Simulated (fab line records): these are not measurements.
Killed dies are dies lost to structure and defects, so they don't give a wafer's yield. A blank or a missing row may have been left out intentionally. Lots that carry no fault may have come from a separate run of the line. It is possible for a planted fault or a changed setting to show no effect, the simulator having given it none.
Matching of chambers / flow n5-finfet / N5_BEOL_M5_ALD_86 on ald-metal-02: 4 sister chambers
The step deposits TaN, pulse time 2 s, purge time 3 s, co reactant purge time 2 s. 14 wafers are shown with their chamber, then 7 later ones without.

## WAFERS, EACH WITH ITS CHAMBER
wafer=L079.3; chamber=2; heater-power-w (W)=365; heater-power-outer-w (W)=214
wafer=L079.5; chamber=2; heater-power-w (W)=362; heater-power-outer-w (W)=218
wafer=L079.6; chamber=3; heater-power-w (W)=432; heater-power-outer-w (W)=242
wafer=L081.3; chamber=0; heater-power-w (W)=431; heater-power-outer-w (W)=229
wafer=L081.4; chamber=1; heater-power-w (W)=379; heater-power-outer-w (W)=215
wafer=L081.5; chamber=2; heater-power-w (W)=359; heater-power-outer-w (W)=215
wafer=L080.2; chamber=1; heater-power-w (W)=371; heater-power-outer-w (W)=211
wafer=L080.3; chamber=3; heater-power-w (W)=428; heater-power-outer-w (W)=249
wafer=L080.4; chamber=2; heater-power-w (W)=362; heater-power-outer-w (W)=209
wafer=L084.1; chamber=0; heater-power-w (W)=436; heater-power-outer-w (W)=229
wafer=L084.2; chamber=2; heater-power-w (W)=362; heater-power-outer-w (W)=217
wafer=L084.3; chamber=1; heater-power-w (W)=380; heater-power-outer-w (W)=219
wafer=L086.1; chamber=0; heater-power-w (W)=429; heater-power-outer-w (W)=237
wafer=L086.2; chamber=2; heater-power-w (W)=356; heater-power-outer-w (W)=220

SIGNATURES (averages over the wafers above)
reading=heater-power-w; chamber 0=432.00; chamber 1=376.67; chamber 2=361.00; chamber 3=430.00; scatter within a chamber=3.61
reading=heater-power-outer-w; chamber 0=231.67; chamber 1=215.00; chamber 2=215.50; chamber 3=245.50; scatter within a chamber=4.16
Rule: for a wafer and a chamber, the distance is found by dividing, reading by reading, the gap between the wafer's reading and the chamber's mean by the reading's scatter, squaring, summing and taking the root. The wafer belongs to the nearest chamber; if the next one is less than 2 further off, it can't be placed. The scatter: the root of (the sum of the squares of (reading less its chamber's mean) over the shown wafers, divided by (wafers less chambers)).

## WAFERS WHOSE CHAMBER IS MISSING
wafer=L086.4; heater-power-w (W)=436; heater-power-outer-w (W)=245
wafer=L088.1; heater-power-w (W)=429; heater-power-outer-w (W)=231
wafer=L088.3; heater-power-w (W)=428; heater-power-outer-w (W)=247
wafer=L088.4; heater-power-w (W)=360; heater-power-outer-w (W)=216
wafer=L090.2; heater-power-w (W)=426; heater-power-outer-w (W)=238
wafer=L090.4; heater-power-w (W)=438; heater-power-outer-w (W)=242
wafer=L090.5; heater-power-w (W)=372; heater-power-outer-w (W)=214

## EACH ONE'S CHAMBER
wafer=L086.4; from the rows above=can't be placed: 3 or 0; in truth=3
wafer=L088.1; from the rows above=0; in truth=0
wafer=L088.3; from the rows above=3; in truth=3
wafer=L088.4; from the rows above=2; in truth=2
wafer=L090.2; from the rows above=can't be placed: 3 or 0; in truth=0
wafer=L090.4; from the rows above=can't be placed: 3 or 0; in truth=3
wafer=L090.5; from the rows above=can't be placed: 1 or 2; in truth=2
Correctly placed: 3 of 7. Not placeable from these rows: 4 (in 4, the candidates include the true chamber). 0 placed wrongly.
